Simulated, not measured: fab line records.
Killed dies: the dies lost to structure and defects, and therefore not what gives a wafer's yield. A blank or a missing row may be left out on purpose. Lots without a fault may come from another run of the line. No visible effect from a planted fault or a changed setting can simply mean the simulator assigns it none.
Which tool did it? | flow n5Finfet | Sampling: 8 lots, 22 wafers, 5 of 1938 route steps

== WHAT EACH GAUGE READ, for each wafer ==
N5_MOL_CONTACT_COAG_THK_MEAS_53.
lot  | measured     | on           | VIA_MOL_THK (nm)
L528 | day 5 10:46  | filmMetro-01 | 43.9 43.6 45.2
L531 | day 5 22:11  | filmMetro-01 | 42.7 43.4 44.0
L537 | day 7 11:20  | filmMetro-01 | 44.0 44.9 43.2
L538 | day 8 02:19  | filmMetro-02 | 16.5 17.2
L542 | day 8 18:30  | filmMetro-02 | 16.3 44.0
L544 | day 9 05:22  | filmMetro-02 | 42.9 44.4 44.4
L548 | day 10 09:00 | filmMetro-02 | 44.3 45.1 45.0
L550 | day 10 16:49 | filmMetro-02 | 42.9 44.4 43.8

== WHAT TOOL EACH LOT RAN ON (gives the tool, then ch and the chambers of the sampled wafers, and finally the start) ==
lot  | N5_MOL_CONTACT_COAG_PECVD_31    | N5_MOL_CONTACT_COAG_ETCHBACK_132  | N5_MOL_CONTACT_COAG_VIA_ETCH_46   | N5_MOL_CONTACT_COAG_ETCH_47
L528 | pecvd-04 ch 0,2, day 5 06:52    | rieDiel-02 ch 0,1, day 5 07:56    | rieDiel-02 ch 0,1, day 5 08:05    | rieDiel-02 ch 0,1, day 5 08:12
L531 | pecvd-04 ch 0,2, day 5 18:38    | rieDiel-01 ch 0,1,2, day 5 19:24  | rieDiel-01 ch 0,1,2, day 5 19:34  | rieDiel-01 ch 0,1,2, day 5 19:40
L537 | pecvd-04 ch 0,1, day 7 07:50    | rieDiel-01 ch 1,2, day 7 08:40    | rieDiel-01 ch 1,2, day 7 08:49    | rieDiel-01 ch 1,2, day 7 08:55
L538 | pecvd-04 ch 0,2, day 7 21:55    | rieDiel-03 ch 2,3, day 7 22:56    | rieDiel-03 ch 2,3, day 7 23:05    | rieDiel-03 ch 2,3, day 7 23:12
L542 | pecvd-04 ch 1, day 8 14:57      | rieDiel-02 ch 0,3, day 8 15:52    | rieDiel-02 ch 0,3, day 8 16:01    | rieDiel-02 ch 0,3, day 8 16:08
L544 | pecvd-03 ch 0,2, day 9 01:56    | rieDiel-01 ch 1,2,3, day 9 02:42  | rieDiel-01 ch 1,2,3, day 9 02:52  | rieDiel-01 ch 1,2,3, day 9 02:58
L548 | pecvd-01 ch 1, day 10 05:19     | rieDiel-01 ch 0,1, day 10 06:28   | rieDiel-01 ch 0,1, day 10 06:37   | rieDiel-01 ch 0,1, day 10 06:43
L550 | pecvd-03 ch 0,1,2, day 10 12:25 | rieDiel-02 ch 0,2,3, day 10 13:46 | rieDiel-02 ch 0,2,3, day 10 13:56 | rieDiel-02 ch 0,2,3, day 10 14:02
- N5_MOL_CONTACT_COAG_PECVD_31: deposits SiO2 from TEOS/O2, target thk 46 nm, time 8.9 s.
- N5_MOL_CONTACT_COAG_ETCHBACK_132: etches SiO2 in CHF3, target depth 10 nm, time 6.7 s.
- N5_MOL_CONTACT_COAG_VIA_ETCH_46: etches SiO2 in C4F6/O2, target depth 46 nm, overetch 9.2 nm, time 40 s.
- N5_MOL_CONTACT_COAG_ETCH_47: etches SiNx in CH3F/O2, stops on W, target depth 27 nm.

== THE ANSWER, worked out from the rows above alone ==
Rule: what is usual is taken from the lots themselves. Put in order of their means at a reading, lots are off if they are a third of the lots or fewer, leave a main group of 4 or more, and stand apart from it by a gap of 3 or more times the standard deviation of the main group's means; of several such gaps the widest counts. If all means in a main group match to the digits the tables above print for the reading, that group is not used. Also off: a lot with no number at a reading for which 4 or more lots have one. Any other lot the step has rows for is counted as sound.
Off: at N5_MOL_CONTACT_COAG_THK_MEAS_53 (VIA_MOL_THK), L538, L542. The main group: mean 44.0 nm, standard deviation 0.45.
If a tool, at a process step before that reading, ran all the lots that are off and no sound lot after the first of them, it fits. The gauges at N5_MOL_CONTACT_COAG_THK_MEAS_53 are tried like those tools. One candidate fits, namely pecvd-04 at N5_MOL_CONTACT_COAG_PECVD_31. A fault onset in the window from L537 (day 7 07:50, its last sound lot) to L538 (day 7 21:55, its first lot off) fits.

== WHAT HAD BEEN PUT IN BY THE SIMULATOR ==
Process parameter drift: pecvd-04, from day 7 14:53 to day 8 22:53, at N5_MOL_CONTACT_COAG_PECVD_31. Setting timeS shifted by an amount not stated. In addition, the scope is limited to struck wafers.
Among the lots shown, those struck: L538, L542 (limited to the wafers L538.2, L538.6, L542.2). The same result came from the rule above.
